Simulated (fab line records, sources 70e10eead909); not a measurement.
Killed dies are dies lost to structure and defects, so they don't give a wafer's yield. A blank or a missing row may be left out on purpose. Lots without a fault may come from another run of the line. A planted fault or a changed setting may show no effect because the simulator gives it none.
Chamber matching | flow nand_harc | NHARC_P_M0_CMP_23 on cmp-01: 4 sister chambers
The step polishes, t overpolish 20 s, target thk 117.54 nm. 4 wafers are shown with their chamber, then 9 later ones without.

WAFERS WITH THEIR CHAMBER
wafer  | chamber | motor_current_A (A)
L085.2 | 3       | 14.6
L087.4 | 2       | 11.6
L093.3 | 0       | 11.7
L093.6 | 1       | 11.6

WAFERS WITHOUT THEIR CHAMBER
wafer  | motor_current_A (A)
L095.3 | 11.3
L095.5 | 11.8
L095.6 | 10.6
L096.2 | 11.4
L096.3 | 11.6
L096.4 | 11.9
L097.1 | 12.4
L097.2 | 11.2
L097.5 | 15.2

WHICH CHAMBER EACH WENT THROUGH
wafer  | from the rows above          | in truth
L095.3 | can't be placed: 1 or 2 or 0 | 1
L095.5 | can't be placed: 0 or 1 or 2 | 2
L095.6 | can't be placed: 1 or 2 or 0 | 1
L096.2 | can't be placed: 1 or 2 or 0 | 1
L096.3 | can't be placed: 1 or 2 or 0 | 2
L096.4 | can't be placed: 0 or 1 or 2 | 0
L097.1 | can't be placed: 0 or 1 or 2 | 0
L097.2 | can't be placed: 1 or 2 or 0 | 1
L097.5 | 3                            | 3
Placed correctly: 1 of 9. Can't be placed from these rows: 8 (the true chamber is among the candidates in 8). Placed wrongly: 0.
How it was worked out, from the rows above alone: a wafer's distance from a chamber is the root of the sum, over the readings, of the square of ((its reading less the chamber's mean) divided by the reading's scatter). The wafer belongs to the nearest chamber; if the next one is less than 2 further off, it can't be placed. A chamber's mean is the mean of its shown wafers. The scatter: with one shown wafer a chamber, the root of the mean of the squares of how far each hidden wafer lies from its nearest shown one.
